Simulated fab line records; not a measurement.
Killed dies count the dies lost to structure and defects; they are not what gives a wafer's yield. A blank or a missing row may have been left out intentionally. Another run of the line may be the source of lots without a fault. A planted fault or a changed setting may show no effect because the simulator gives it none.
8D (eight disciplines) problem report, filled in by code	flow n5 finfet	the parts of the form that need people (team, actions taken, sign-off) are left out

## 1. PROBLEM STATEMENT
Wafers without a fault read 60.9 nm, standard deviation 1.3; thk nm at N5_SD_EPI_P_EPI_MEAS_23 reads a mean of 73.4 nm on 4 wafers belonging to 3 lots. Measured from the usual mean, that is +9.6 standard deviations.
The first sign was on wafer L395.2 at day 6 01:45, on film metro-01. Wafers with a number at this step in the record: 15, from 5 lots. By rule, "out" or "out of limits" means more than 4 standard deviations away from the usual mean. The other wafers with a number count as sound.

## 2. WHAT THIS IS AND IS NOT
question	is	is not
which readings at this step	thk nm	-
which lots	L395, L397, L398	L385, L405
which wafers of those lots	L395.2, L395.4, L397.2, L398.4	L395.5, L397.5, L397.6, L398.5, L398.6
read on which gauges	film metro-01, film metro-02	-
when	from day 6 01:45	up to then (4 sound wafers); but 7 sound wafers of L397, L398, L405 came after

## 3. THE SUSPECTS, EACH WITH WHAT RULES IT OUT
Counting: any tool at a process step up to the reading remains a suspect provided it ran every lot that is out. Sound lots after the first of them don't rule it out here, since some wafers of a struck lot are sound.
- the gauge at N5_SD_EPI_P_EPI_MEAS_23: ruled out. 2 gauges (film metro-01, film metro-02) read the wafers that are out.
- epi rpcvd-04 at N5_SD_EPI_P_EPI_21 (deposits SiGe:B, time 355 s): kept. Ran every lot that is out, first one L395 (day 5 23:54); last sound lot up to then L385 (day 3 06:38).
After counting, what remains is epi rpcvd-04 at N5_SD_EPI_P_EPI_21.

## 4. THE CAUSE (what the simulator had put in)
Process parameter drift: epi rpcvd-04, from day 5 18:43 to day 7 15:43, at N5_SD_EPI_P_EPI_21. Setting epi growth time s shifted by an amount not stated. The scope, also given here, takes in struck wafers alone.
This tool alone remained once counting was done.

## 5. SEQUENCE OF EFFECTS, ordered by route
Each row: a reading whose mean over the struck wafers that have a number lies more than 3 standard deviations from the usual. Scope: only readings with a usual standard deviation given in the record; hours: median across lots of the time from each lot's start at the first step in this table that gives one to its start at this step; sigmas: change in usual standard deviations.
hours	step	reading	usual	on struck wafers	change	sigmas
0	N5_SD_EPI_P_EPI_MEAS_23	thk nm	60.9 nm	73.4	+12.5	+9.6

## 6. WHAT WOULD HAVE CAUGHT IT SOONER
Counted from the fault's start at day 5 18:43, it took 7 hours until the first out-of-limits reading at a measuring or inspecting step in this record, taken at day 6 01:45.
Of the tool readings at N5_SD_EPI_P_EPI_21 for which the record gives a usual standard deviation, none was out on any struck wafer, so an alarm limit of 4 standard deviations on them would not have fired.
Of the lots that are out (3), L397, L398 began N5_SD_EPI_P_EPI_21 on epi rpcvd-04 after day 6 01:45. A hold on the tool at that time would have spared those 2.
